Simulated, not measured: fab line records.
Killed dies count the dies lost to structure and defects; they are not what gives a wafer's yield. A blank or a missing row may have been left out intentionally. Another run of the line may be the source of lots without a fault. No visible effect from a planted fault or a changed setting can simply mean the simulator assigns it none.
Problem report in the 8D (eight disciplines) form, filled by code    flow nandHarc    the parts of the form that need people (team, actions taken, sign-off) are left out

== 1. WHAT WENT WRONG ==
thkNm at NHARC_A_ONON_D2_THK_MEAS_08 reads a mean of 1703 nm on 3 wafers of 2 lots; wafers without a fault read 1001 nm with a standard deviation of 8.1. Relative to the usual mean, that is a shift of +87 standard deviations.
The step: measures by ellipsometry.
First observed at day 21 12:02: wafer L627.5, on filmMetro-01. Wafers with a number at this step in the record: 38, from 13 lots. The rule behind "out" and "out of limits": a value lying over 4 standard deviations away from the usual mean. All remaining wafers that have a number are taken as sound.

== 2. WHAT THIS IS AND IS NOT ==
question                     is                      is not
which readings at this step  thkNm                   -
which lots                   L627, L628              L607, L608, L610, L613, L614, L615, L616, L618, L621, L623, L629
which wafers of those lots   L627.5, L627.6, L628.5  L628.2, L628.3
read on which gauges         filmMetro-01            filmMetro-02
when                         from day 21 12:02       up to then (30 sound wafers); but 5 sound wafers of L628, L629 came after

== 3. THE SUSPECTS, EACH WITH WHAT RULES IT OUT ==
Counting: a tool at a process step up to the reading stays a suspect if it ran every lot that is out. Sound lots after the first of them don't rule it out here, since some wafers of a struck lot are sound.
- the gauge at NHARC_A_ONON_D2_THK_MEAS_08: ruled out. All the wafers that are out were read on filmMetro-01, but those of them that NHARC_END_SORT_01 has rows for are out there too, on other tools.
- rieDiel-02 at NHARC_A_CHANNEL_FILL_D1_ETCHBACK_08 (etches the open film in C4F8, target depth 220 nm, time 110 s): kept. It processed each lot that is out (first: L627, day 19 20:43); up to then, its last sound lot is L615 (day 14 10:15). NHARC_A_CHANNEL_FILL_D1_ETCHBACK_08 gives no start for some lots, so the hours and the order of its lots are those of NHARC_A_CHANNEL_FILL_D1_CMP_10.
- cmp-03 at NHARC_A_CHANNEL_FILL_D1_CMP_10 (polishes, target thk 150 nm): kept. It processed each lot that is out (first: L627, day 19 20:43); up to then, its last sound lot is L621 (day 17 04:00).
- pecvdOnon-01 at NHARC_A_ONON_D2_DEP_06 (target thk 1000 nm): kept. It processed each lot that is out (first: L627, day 21 11:46); up to then, its last sound lot is L621 (day 18 15:46).
rieDiel-02 at NHARC_A_CHANNEL_FILL_D1_ETCHBACK_08, cmp-03 at NHARC_A_CHANNEL_FILL_D1_CMP_10 and pecvdOnon-01 at NHARC_A_ONON_D2_DEP_06 are what is left after counting.

== 4. THE CAUSE (what the simulator had put in) ==
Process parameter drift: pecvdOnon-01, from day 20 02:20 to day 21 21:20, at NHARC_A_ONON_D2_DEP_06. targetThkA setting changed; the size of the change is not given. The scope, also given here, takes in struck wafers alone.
After counting, 3 suspects remain, this tool included.

== 5. THE EFFECT CHAIN, in route order ==
One row per reading whose mean, taken over the struck wafers that have a number, lies over 3 standard deviations from the usual. Scope: only readings with a usual standard deviation given in the record; hours: median across lots of the time from each lot's start at the first step in this table that gives one to its start at this step; sigmas: change in usual standard deviations.
hours  step                         reading        usual    on struck wafers  change  sigmas
0      NHARC_A_ONON_D2_THK_MEAS_08  thkNm          1001 nm  1703              +702    +87
307    NHARC_END_SORT_01            killedAtArray  58       676               +618    +31
307    NHARC_END_SORT_01            killedDies     63       677               +614    +31

== 6. WHAT WOULD HAVE CAUGHT IT SOONER ==
In this record the first reading out of limits at a measuring or inspecting step was taken at day 21 12:02, 34 hours after the fault began at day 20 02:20.
L628, from the lots that are out (2), started NHARC_A_ONON_D2_DEP_06 on pecvdOnon-01 later than day 21 12:02. A hold on the tool at that time would have spared it.
